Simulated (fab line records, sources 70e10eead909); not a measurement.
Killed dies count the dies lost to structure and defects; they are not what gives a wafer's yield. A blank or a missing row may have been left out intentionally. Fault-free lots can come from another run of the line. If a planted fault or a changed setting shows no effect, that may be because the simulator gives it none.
Code-filled problem report in 8D (eight disciplines) form    flow nand harc    the parts of the form that need people (team, actions taken, sign-off) are left out

## 1. THE PROBLEM
At NHARC_A_STAIRCASE_DEP_301, rf fwd power W averages 305.9 W over 5 wafers from 3 lots, while fault-free wafers read 348.3 W, standard deviation 1.1. Relative to the usual mean, that is a shift of -39 standard deviations.
The step: deposits SiON, target thk 30 nm.
The first sign was on wafer L687.4 at day 15 00:10, on pecvd-01. The record has a number at this step for 39 wafers belonging to 13 lots. Rule for "out" (also "out of limits"): further than 4 standard deviations from the usual mean. The other wafers with a number count as sound.

## 2. WHAT IT IS AND WHAT IT IS NOT
question                     is                                      is not
which readings at this step  rf fwd power W                          heater power w
which lots                   L684, L686, L687                        L673, L674, L676, L677, L678, L691, L693, L694, L695, L696
which wafers of those lots   L684.2, L684.5, L686.2, L686.5, L687.4  L684.3, L686.3, L687.5, L687.6
read on which tools          pecvd-01                                pecvd-02, pecvd-04
when                         from day 15 00:10                       up to then (17 sound wafers); but 17 sound wafers of L684, L686, L691, L693, L694, L695, L696 came after

## 3. SUSPECTS, AND WHAT RULES EACH OUT
Counting: any tool at a process step up to the reading remains a suspect provided it ran every lot that is out. Sound lots after the first of them don't rule it out here, since some wafers of a struck lot are sound.
- pecvd-01 at NHARC_A_STAIRCASE_DEP_301 (deposits SiON, target thk 30 nm): kept. It ran every lot that is out, first L687 (day 15 00:10); its last sound lot up to then is L677 (day 12 22:15). Its own readings are out on those wafers: rf fwd power W.
- Within pecvd-01 at NHARC_A_STAIRCASE_DEP_301: the wafers that are out ran in chamber 0; their sound lot-mates ran in chambers 1, 2.
The count leaves pecvd-01 at NHARC_A_STAIRCASE_DEP_301.

## 4. THE CAUSE (what the simulator had put in)
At NHARC_A_STAIRCASE_DEP_301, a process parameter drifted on pecvd-01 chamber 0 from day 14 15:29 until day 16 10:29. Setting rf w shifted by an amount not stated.
After counting, this tool was the only one left.

## 5. THE EFFECT CHAIN, in route order
Rows list readings where the struck wafers' mean (over those with a number) sits beyond 3 standard deviations from the usual. Only readings whose record carries a usual standard deviation are examined. hours: median over the lots of the time between each lot's start at the first step of this table that gives one and its start at this step. sigmas: the change, counted in usual standard deviations.
hours  step                       reading         usual    on struck wafers  change  sigmas
0      NHARC_A_STAIRCASE_DEP_301  rf fwd power W  348.3 W  305.9             -42.4   -39
Process steps it contains:
- NHARC_A_STAIRCASE_DEP_301: deposits SiON, target thk 30 nm.
Later measuring or inspecting steps at which every struck wafer that the step has a row for has a number for every such reading, and none has moved that far: NHARC_END_SORT_01.

## 6. WHAT WOULD HAVE CAUGHT IT SOONER
In this record no reading fell out of limits until day 15 00:10, 9 hours after the fault had begun at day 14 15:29.
